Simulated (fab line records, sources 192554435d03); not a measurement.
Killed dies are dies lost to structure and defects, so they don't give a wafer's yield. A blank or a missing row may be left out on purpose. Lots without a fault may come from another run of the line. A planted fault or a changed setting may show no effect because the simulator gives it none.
A struck lot beside a sound one | flow n5_finfet | 15 steps out of a route of 1938
Sound: wafers L900.1, L900.2, L900.4. Struck: wafer L904.3. (L904.4 of the same lot was not struck and is left out.) The cause comes at the end.
At each step with rows: each side's tool, then ch and its chambers, then its first start. Under that, the readings that differ: sound wafers | struck wafers | difference of the means | sigmas: that difference in standard deviations of wafers without a fault.
alike: readings whose means differ by less than 2 such deviations, and words and numbers that are the same on both sides. not compared: withheld readings, readings that some wafer has no value for, bounds like >300 that may hide the same value, and numbers for which the record gives no deviation and whose values overlap.
The two part at a step that has a row with sigmas, a row that says differs or no value, or rows on one side only. Numbers that don't overlap but have no deviation are shown without sigmas and don't part them. A reading that every wafer of one side lacks parts them only if that side has two wafers or more.

N5_BEOL_M11_VIA_ETCH_34: etches SiCOH lowk in C4F6/O2, target depth 184.5 nm, time 69.2 s.
  sound on rie_diel-01 ch 0,1,2, day 12 10:38; struck on rie_diel-05 ch 3, day 14 01:43
  alike: drypump_motor_current_A, oes_o_777_au, oes_product_au, rf_vpp_V, showerhead_plenum_p_Torr, throttle_valve_pct
  not compared: rf_hours_counter_h
then, 1 step without rows for these wafers: N5_BEOL_M11_STRIP_73 (strips in C4F6/O2).
N5_BEOL_M11_STRIP_36: strips in N2/H2.
  sound on rie_diel-01 ch 0,1,2, day 12 10:41; struck on rie_diel-05 ch 3, day 14 01:47
  alike: bias_power_w, drypump_motor_current_A, oes_product_au, rf_vpp_V, showerhead_plenum_p_Torr, temp_c, throttle_valve_pct
  not compared: rf_hours_counter_h
N5_BEOL_M11_TRENCH_ETCH_37: etches SiCOH lowk in C4F6/O2, target depth 148.83 nm, time 48 s.
  sound on rie_diel-01 ch 0,1,2; struck on rie_diel-05 ch 3
  alike: drypump_motor_current_A, oes_o_777_au, oes_product_au, rf_vpp_V, showerhead_plenum_p_Torr, throttle_valve_pct
  not compared: rf_hours_counter_h
N5_BEOL_M11_ETCH_41: etches SiCN in CH3F/O2, target depth 42.6 nm, time 86 s.
  sound on rie_diel-01 ch 0,1,2; struck on rie_diel-05 ch 3
  alike: drypump_motor_current_A, oes_product_au, rf_vpp_V, showerhead_plenum_p_Torr, throttle_valve_pct
  not compared: rf_hours_counter_h
then, 1 step without rows for these wafers: N5_BEOL_M11_STRIP_77 (strips in N2/H2, time 10 s).
N5_BEOL_M11_OCD_MEAS_38:
  sound on ocd-02, day 12 10:55; struck on ocd-02, day 14 02:00
  alike: trench_depth_nm
then, 4 steps without rows for these wafers: N5_BEOL_M11_HM_STRIP_39 (strips TiN in peroxide tin strip, target depth 25 nm, time 158 s); N5_BEOL_M11_SRD_40 (time 30 s); N5_BEOL_M11_PRECLEAN_42 (cleans in residue remover, time 60 s); N5_BEOL_M11_SRD_43 (time 30 s).
N5_BEOL_M11_CD_MEAS_35: target cd 70 nm.
  sound on cd_sem-02, day 12 11:04; struck on cd_sem-03, day 14 02:12
  alike: cd_nm
N5_BEOL_M11_CURE_72: cures SiCOH lowk, time 120 s.
  sound on uv_cure-01 ch 0, day 12 11:07; struck on uv_cure-01 ch 1, day 14 02:34
  reading          | sound             | struck | difference | sigmas
  run_length_s (s) | 177.7 177.9 177.8 | 190.6  | +12.8      | +8
  wafer_temp_C_max | 371.3 371.5 371.0 | 373.0  | +1.7       | +3
  alike: lamp_power_pct
N5_BEOL_M11_DEGAS_44: time 60 s.
  sound on pvd_sputter-02, day 12 11:31; struck on pvd_sputter-01, day 14 02:55
  alike: heater_power_w
N5_PASSIVATION_PROBE_49:
  the record has rows for the sound wafers here (prober-01, day 14 00:52) and none for the struck ones

WHERE THEY PART
First at N5_BEOL_M11_CURE_72; last, within this record, at N5_PASSIVATION_PROBE_49.

WHY: what the simulator had put in
Process parameter drift: uv_cure-01, from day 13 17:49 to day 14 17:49, at N5_BEOL_M11_CURE_72. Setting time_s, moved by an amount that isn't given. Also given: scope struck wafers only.
